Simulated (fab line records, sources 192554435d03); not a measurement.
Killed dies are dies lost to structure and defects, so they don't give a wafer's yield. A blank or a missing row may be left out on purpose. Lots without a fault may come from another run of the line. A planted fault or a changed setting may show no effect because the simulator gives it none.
One fault seen from 2 desks | flow n5_finfet | each desk has only its own numbers; what lay behind them comes last

THE METROLOGY DESK
What the gauges read, lot by lot, whatever tool the lot ran on: means of the sampled wafers that have a number. A lot is out of limits, marked OUT, if its mean lies more than 4 standard deviations from the usual mean; the brackets give that distance. Of its 10 readings 7 are shown: those that lie furthest out on some lot.
Columns: A = DIBL_N at N5_BEOL_M4_RC_MEAS_101, usual 36.4 mV/V; B = DIBL_P at N5_BEOL_M4_RC_MEAS_101, usual 36.6 mV/V; C = IOFF_N at N5_BEOL_M4_RC_MEAS_101, usual 0.155 nA/um; D = IOFF_P at N5_BEOL_M4_RC_MEAS_101, usual 0.211 nA/um; E = ION_N at N5_BEOL_M4_RC_MEAS_101, usual 671 uA/um; F = VT_N at N5_BEOL_M4_RC_MEAS_101, usual 250.1 mV; G = VT_P at N5_BEOL_M4_RC_MEAS_101, usual -250.1 mV
lot  | first seen here | A    | B    | C     | D     | E   | F     | G
L270 | day 8 08:29     | 36.1 | 35.9 | 0.153 | 0.207 | 672 | 250.1 | -250.5
L272 | day 8 18:28     | 36.8 | 38.2 | 0.155 | 0.203 | 669 | 253.1 | -251.4
L278 | day 10 08:18    | 37.5 | 36.2 | 0.156 | 0.202 | 675 | 250.3 | -249.2
L281 | day 10 20:49    | 36.7 | 35.3 | 0.169 | 0.242 | 678 | 245.9 | -244.2
L286 | day 12 04:40    | 37.4 | 37.6 | 0.164 | 0.220 | 668 | 249.9 | -249.5
L285 | day 12 09:46    | 37.8 | 37.7 | 0.160 | 0.247 | 669 | 249.6 | -248.7
L288 | day 12 16:26    | 37.4 | 37.9 | 0.174 | 0.217 | 676 | 249.0 | -249.6
L289 | day 12 20:07    | 36.7 | 37.9 | 0.163 | 0.212 | 668 | 248.9 | -249.5
L291 | day 13 09:25    | 33.9 | 34.7 | 0.141 | 0.188 | 675 | 251.3 | -250.1
L290 | day 13 15:49    | 39.1 | 40.7 | 0.204 | 0.262 | 687 | 247.7 | -247.6
This desk's finding: nothing out of limits on any of the 10 lots.

THE TOOL OWNER'S DESK: plasma_asher-02
The tool's own readings at N5_STI_FIN_REVEAL_OXIDATION_33 (chemistry O2 PLASMA REMOTE, time 20 s): means of the sampled wafers that have a number, for each lot that ran on this tool. A lot is out of limits, marked OUT, if its mean lies more than 4 standard deviations from the usual mean; the brackets give that distance.
Columns: A = drypump_motor_current_A at N5_STI_FIN_REVEAL_OXIDATION_33, usual 5.6 A; B = heater_power_w at N5_STI_FIN_REVEAL_OXIDATION_33, usual 140 W; C = temp_c at N5_STI_FIN_REVEAL_OXIDATION_33, usual 150.00 C; D = temp_c_max at N5_STI_FIN_REVEAL_OXIDATION_33, usual 150.9
lot  | first seen here | A   | B   | C                | D
L270 | day 2 18:34     | 5.8 | 145 | 150.03           | 150.7
L278 | day 4 19:07     | 5.8 | 145 | 150.04           | 150.6
L285 | day 6 14:38     | 5.8 | 141 | 148.24 (-11) OUT | 148.8 (-5.4) OUT
L286 | day 6 19:21     | 6.1 | 135 | 148.16 (-11) OUT | 148.7 (-5.7) OUT
L288 | day 7 08:19     | 6.1 | 135 | 148.20 (-11) OUT | 148.8 (-5.5) OUT
L289 | day 7 13:01     | 6.1 | 133 | 147.99 (-13) OUT | 148.6 (-6.0) OUT
This desk's finding: out of limits on L285, L286, L288, L289; first on L285, day 6 14:38 (temp_c at N5_STI_FIN_REVEAL_OXIDATION_33). In limits: L270, L278.

PUT TOGETHER
The tool owner's desk could have raised an alarm at day 6 14:38, on L285, L286, L288, L289.
The metrology desk saw nothing out of limits.
The metrology desk has L285, L286, L288, L289 on record, within its limits.
Of the lots named, all ran N5_STI_FIN_REVEAL_OXIDATION_33 on plasma_asher-02.

WHAT THE SIMULATOR HAD PUT IN
Process parameter drift: plasma_asher-02, from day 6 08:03 on, at N5_STI_FIN_REVEAL_OXIDATION_33. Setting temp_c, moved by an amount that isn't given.
Lots struck among those shown: L285, L286, L288, L289.
Hours from the fault's start to each desk's first reading out of limits: the tool owner's desk, 7.
